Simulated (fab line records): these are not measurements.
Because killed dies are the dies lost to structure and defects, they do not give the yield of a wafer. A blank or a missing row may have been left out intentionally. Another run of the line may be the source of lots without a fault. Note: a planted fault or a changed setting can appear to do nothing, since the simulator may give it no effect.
fab line records    flow n5-finfet
[record] lots = 14  wafers = 40  last-day = 20
route steps=1938 shown SPACER0@260 SD_EPI_N@272
lots untouched by any fault: they come from a run of this same line in which no faults occurred
start-h: hours from the record's opening day to when the first of the lot's shown wafers began    wait-h: hours elapsed since this lot's preceding step    " as in the row above    L1.1+2: a single row standing in for several wafers    - value missing, or start not given    * or withheld: withheld    < > ~ a bound
route shown NAME@n: a module of which the file shows steps, and the number in the route of the first    usual: average and standard deviation across the fault-free wafers    same: alike in all rows    chamber/n: place in a boat    sites: per-site readings    _std_site: their standard deviation    _edge_site: outer sites' mean less inner sites'    radius-mm: for every site, how far away it sits from the centre of the wafer    mask NAME#n: copy n    behind: tool/chamber where the wafer was last shaped    hold: what put the lot on hold/how long, in hours/how the hold closed    device: the n, p or np transistor that did not switch    end of line: at the end of the route, the tests of the same wafers    step lacking rows: just its recipe    killed: count of dies lost to structure and defects at first sort (not the wafer's yield)    map: dies across one wafer; x = killed, . = not, _ = none there
set.NAME: the setting that was run; set.NAME@STEP: the one run at that earlier step    model.NAME: the simulator's own value behind a step, which no gauge read
the route's steps for a sample of lots (tables are steps, rows are wafers)
services: from which hour (start-h, from the record's first day; less than 0 if before it) a tool's chamber was out of use, for how many hours, and why
[[steps]]
[step N5_SPACER0_ALD_08]
[recipe] material = SiNx  target-thk-a = 20  temp-c = 400  ald-precursor-family = SiH2I2  ald-co-reactant = N2/H2-plasma  pressure-torr = 2
[usual] heater-power-w = 809/79
lot.wafer  tool        chamber  start-h  wait-h  heater-power-w  since-wet-clean-h
L139.2     ald-sin-02  3        49.46    0.1     874             147
L139.3     "           2        "        "       742             147
L139.5     "           3        "        "       875             -
L140.3     ald-sin-01  0        61.53    0.1     731             251
L140.5     "           0        "        "       723             -
L140.6     "           3        "        "       724             -
L141.4     ald-sin-01  2        65.46    0.1     773             255
L141.5     "           0        "        "       724             -
L143.1     ald-sin-02  2        72.59    0.1     775             170
L143.3     "           1        "        "       930             170
L143.6     "           1        "        "       912             -
L144.1     ald-sin-01  1        79.81    0.1     788             269
L144.4     "           2        "        "       793             269
L144.6     "           2        "        "       779             -
L145.1     ald-sin-02  1        85.60    0.1     923             183
L145.3     "           0        "        "       720             183
L145.6     "           0        "        "       714             -
L146.2     ald-sin-02  3        91.35    0.1     865             189
L146.3     "           0        "        "       705             189
L146.4     "           2        "        "       756             189
L147.2     ald-sin-01  0        96.66    0.1     694             286
L147.4     "           1        "        "       790             286
L147.5     "           3        "        "       741             -
L148.2     ald-sin-03  1        106.30   0.1     826             98
L148.6     "           3        "        "       927             -
L149.1     ald-sin-03  1        109.43   0.1     794             102
L149.4     "           3        "        "       915             102
L149.6     "           0        "        "       787             -
L150.1     ald-sin-03  2        114.39   0.1     928             107
L150.2     "           0        "        "       787             107
L150.4     "           3        "        "       924             107
L158.3     ald-sin-01  0        162.16   0.1     711             351
L158.4     "           3        "        "       736             351
L158.6     "           1        "        "       785             -
L159.4     ald-sin-02  2        168.35   0.1     766             266
L159.5     "           3        "        "       876             -
L159.6     "           2        "        "       792             -
L162.1     ald-sin-03  2        189.77   0.1     956             182
L162.4     "           0        "        "       788             182
L162.6     "           3        "        "       921             -
[step N5_SD_EPI_N_INSPECT_11]
[recipe] mode = adi  inspect-instrument = macro
[usual] raw-defect-count = 2.1/1.4
lot.wafer  tool               chamber  start-h  wait-h  raw-defect-count
L139.2     defect-inspect-01  -        50.07    0.0     1
L139.3     "                  -        "        "       1
L139.5     "                  -        "        "       3
L140.3     defect-inspect-02  -        62.14    0.0     4
L140.5     "                  -        "        "       2
L140.6     "                  -        "        "       3
L141.4     defect-inspect-02  -        66.07    0.0     2
L141.5     "                  -        "        "       4
L143.1     defect-inspect-01  -        73.08    0.0     1
L143.3     "                  -        "        "       1
L143.6     "                  -        "        "       3
L144.1     defect-inspect-01  -        80.30    0.0     2
L144.4     "                  -        "        "       2
L144.6     "                  -        "        "       3
L145.1     defect-inspect-02  -        86.21    0.0     3
L145.3     "                  -        "        "       2
L145.6     "                  -        "        "       3
L146.2     defect-inspect-02  -        91.96    0.0     2
L146.3     "                  -        "        "       0
L146.4     "                  -        "        "       2
L147.2     defect-inspect-01  -        97.15    0.0     0
L147.4     "                  -        "        "       3
L147.5     "                  -        "        "       2
L148.2     defect-inspect-01  -        106.91   0.0     3
L148.6     "                  -        "        "       1
L149.1     defect-inspect-01  -        110.04   0.0     1
L149.4     "                  -        "        "       4
L149.6     "                  -        "        "       5
L150.1     defect-inspect-02  -        114.99   0.0     1
L150.2     "                  -        "        "       3
L150.4     "                  -        "        "       2
L158.3     defect-inspect-02  -        162.81   0.1     1
L158.4     "                  -        "        "       1
L158.6     "                  -        "        "       4
L159.4     defect-inspect-02  -        168.96   0.0     1
L159.5     "                  -        "        "       0
L159.6     "                  -        "        "       1
L162.1     defect-inspect-02  -        190.38   0.0     1
L162.4     "                  -        "        "       5
L162.6     "                  -        "        "       0
[step N5_SD_EPI_N_SD_RECESS_17]
[recipe] chemistry = HBr/Cl2/O2  target-depth-a = 410  mask-material = SOC  time-s = 23.7  bt-time-s = 3  pressure-mtorr = 10  icp-w = 800  bias-w = 112  HBr_flow_sccm = 150  Cl2_flow_sccm = 80  O2_flow_sccm = 12
[usual] drypump-motor-current-A = 5.4/0.34  oes-product-au = 1.002/0.017  throttle-valve-pct = 37.2/0.5
lot.wafer  tool       chamber  start-h  wait-h  drypump-motor-current-A  oes-product-au  rf-hours-counter-h  throttle-valve-pct
L139.2     rie-si-02  0        50.79    0.0     5.6                      1.016           3                   36.4
L139.3     "          3        "        "       6.5                      0.993           2                   37.2
L139.5     "          0        "        "       5.6                      1.008           -                   36.4
L140.3     rie-si-06  1        62.86    0.0     5.3                      0.994           128                 37.3
L140.5     "          1        "        "       5.3                      0.991           -                   37.3
L140.6     "          2        "        "       5.1                      1.032           -                   37.1
L141.4     rie-si-06  1        66.85    0.0     5.3                      1.004           128                 37.3
L141.5     "          2        "        "       5.1                      1.018           -                   37.1
L143.1     rie-si-01  0        73.80    0.0     5.9                      1.017           188                 37.4
L143.3     "          2        "        "       4.9                      0.974           120                 36.9
L143.6     "          1        "        "       5.1                      1.030           -                   36.9
L144.1     rie-si-06  0        81.02    0.0     5.5                      0.994           49                  36.6
L144.4     "          1        "        "       5.3                      0.995           129                 37.3
L144.6     "          1        "        "       5.3                      0.996           -                   37.3
L145.1     rie-si-01  0        87.02    0.0     5.9                      1.008           188                 37.4
L145.3     "          1        "        "       5.1                      1.017           58                  36.9
L145.6     "          0        "        "       5.9                      1.005           -                   37.4
L146.2     rie-si-06  2        92.95    0.0     5.1                      1.020           2                   37.1
L146.3     "          3        "        "       5.5                      1.026           83                  38.2
L146.4     "          1        "        "       5.4                      0.994           129                 37.3
L147.2     rie-si-06  2        97.87    0.0     5.1                      1.021           2                   37.1
L147.4     "          0        "        "       5.5                      1.000           49                  36.6
L147.5     "          2        "        "       5.1                      1.020           -                   37.1
L148.2     rie-si-01  2        107.63   0.0     5.0                      0.977           121                 36.9
L148.6     "          3        "        "       5.4                      0.981           -                   37.5
L149.1     rie-si-06  3        110.76   0.0     5.5                      1.008           84                  38.2
L149.4     "          1        "        "       5.3                      0.995           129                 37.3
L149.6     "          2        "        "       5.1                      1.029           -                   37.1
L150.1     rie-si-01  1        115.72   0.0     5.1                      1.022           59                  36.9
L150.2     "          0        "        "       5.9                      0.991           188                 37.4
L150.4     "          2        "        "       5.0                      0.974           121                 36.9
L158.3     rie-si-06  0        163.53   0.0     5.5                      1.006           51                  36.6
L158.4     "          1        "        "       5.4                      1.006           130                 37.3
L158.6     "          3        "        "       5.5                      1.017           -                   38.2
L159.4     rie-si-06  2        169.68   0.0     5.1                      1.018           4                   37.1
L159.5     "          1        "        "       5.3                      1.001           -                   37.3
L159.6     "          2        "        "       5.1                      1.016           -                   37.1
L162.1     rie-si-06  2        191.10   0.0     5.1                      1.016           4                   37.1
L162.4     "          1        "        "       5.3                      0.993           130                 37.3
L162.6     "          3        "        "       5.6                      1.001           -                   38.2
[step N5_SD_EPI_N_PRECLEAN_48]
[recipe] chemistry = NF3:NH3  afs-cycles = 2  temp-c = 30  time-s = 20  sublimation-temp-c = 180  sublimation-time-s = 60  pressure-torr = 3  rf-power-w = 30
lot.wafer   tool          chamber  start-h  wait-h
L139.2+3+5  epi-rpcvd-01  0        51.30    0.1
L140.3+5+6  epi-rpcvd-03  0        63.42    0.2
L141.4+5    epi-rpcvd-01  0        67.48    0.2
L143.1+3+6  epi-rpcvd-01  0        74.25    0.0
L144.1+4+6  epi-rpcvd-02  0        81.47    0.0
L145.1+3+6  epi-rpcvd-02  0        87.48    0.0
L146.2+3+4  epi-rpcvd-02  0        93.48    0.1
L147.2+4+5  epi-rpcvd-02  0        98.39    0.1
L148.2+6    epi-rpcvd-02  0        108.16   0.1
L149.1+4+6  epi-rpcvd-03  0        111.23   0.0
L150.1+2+4  epi-rpcvd-02  0        116.18   0.0
L158.3+4+6  epi-rpcvd-02  0        164.09   0.2
L159.4+5+6  epi-rpcvd-02  0        170.31   0.2
L162.1+4+6  epi-rpcvd-01  0        191.54   0.0
[step N5_SD_EPI_N_EPI_MEAS_23]
[recipe] mode = xrd
[usual] thk-nm = 59.1/1.2
lot.wafer  tool           chamber  start-h  wait-h  thk-nm
L139.2     film-metro-02  -        53.50    1.2     60.0
L139.3     "              -        "        "       59.6
L139.5     "              -        "        "       60.6
L140.3     film-metro-02  -        65.56    0.9     61.1
L140.5     "              -        "        "       58.9
L140.6     "              -        "        "       58.8
L141.4     film-metro-01  -        69.56    0.6     60.1
L141.5     "              -        "        "       58.6
L143.1     film-metro-01  -        76.51    1.4     61.0
L143.3     "              -        "        "       61.7
L143.6     "              -        "        "       58.3
L144.1     film-metro-01  -        83.73    1.4     60.0
L144.4     "              -        "        "       57.0
L144.6     "              -        "        "       58.7
L145.1     film-metro-02  -        89.73    1.4     58.2
L145.3     "              -        "        "       58.7
L145.6     "              -        "        "       56.8
L146.2     film-metro-01  -        95.68    1.2     59.0
L146.3     "              -        "        "       58.0
L146.4     "              -        "        "       58.8
L147.2     film-metro-01  -        100.59   1.2     59.4
L147.4     "              -        "        "       60.3
L147.5     "              -        "        "       59.9
L148.2     film-metro-02  -        110.36   1.2     59.7
L148.6     "              -        "        "       59.0
L149.1     film-metro-02  -        113.48   1.4     60.1
L149.4     "              -        "        "       59.6
L149.6     "              -        "        "       59.9
L150.1     film-metro-01  -        118.44   1.4     59.6
L150.2     "              -        "        "       60.0
L150.4     "              -        "        "       58.9
L158.3     film-metro-02  -        166.25   0.9     41.0
L158.4     "              -        "        "       59.7
L158.6     "              -        "        "       60.2
L159.4     film-metro-01  -        172.39   0.6     59.7
L159.5     "              -        "        "       43.7
L159.6     "              -        "        "       58.9
L162.1     film-metro-02  -        194.54   1.9     58.2
L162.4     "              -        "        "       58.5
L162.6     "              -        "        "       57.5
[[services]]
tool          chamber  start-h  hours  kind
ald-sin-03    -        37.80    6.1    pm
ald-sin-03    -        49.82    1.2    repair
ald-sin-03    3        72.07    1.9    repair
ald-sin-02    0        73.26    3.7    repair
epi-rpcvd-02  -        74.25    6.0    pm
rie-si-06     -        74.70    2.8    pm
ald-sin-02    -        74.93    0.8    pm
rie-si-01     -        98.96    0.4    repair
rie-si-06     1        124.86   13.7   repair
ald-sin-02    0        137.06   5.4    repair
rie-si-02     -        140.24   21.3   repair
ald-sin-02    3        141.38   19.9   repair
rie-si-02     0        169.51   14.8   repair
ald-sin-01    -        176.75   14.0   pm
ald-sin-01    0        176.75   14.0   vent-cycle
ald-sin-01    1        176.75   14.0   vent-cycle
ald-sin-01    2        176.75   14.0   vent-cycle
ald-sin-01    3        176.75   14.0   vent-cycle
ald-sin-01    0        190.75   -      clean
ald-sin-01    1        190.75   -      clean
ald-sin-01    2        190.75   -      clean
ald-sin-01    3        190.75   -      clean
[[key]]
[first-sign] step = N5_SD_EPI_N_EPI_MEAS_23  reading = thk-nm  direction = down  sigmas = 14  usual = *  struck = *
effect none on later readings
met-at N5_SD_EPI_N_PRECLEAN_48
struck-lots L158,L159
struck-wafers L158.3,L159.5
sort-left-out L158.3,L159.5
tester-left-out L158,L159
not-acting-at N5_SPACER0_ALD_08,N5_SD_EPI_N_INSPECT_11,N5_SD_EPI_N_SD_RECESS_17
onset-between 116.18 164.09
[fault] kind = process-parameter-drift  tool = epi-rpcvd-02  chamber = -  onset-h = 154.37  steps = N5_SD_EPI_N_PRECLEAN_48  channel = time-s  offset = *  shape = step  end-h = 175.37  scope = struck-wafers-only  acts-in = *  stated = *
// tester-left-out: of these lots the tester's yield and bins aren't shown, on N5 and GAA mostly nor the transistor test; their killed dies are dies lost to structure and defects alone, not to doping, threshold or leakage, so they don't give the yield
// sort-left-out: the simulated sort isn't trusted on such a fault, so these wafers' sort isn't shown, and their yield isn't known
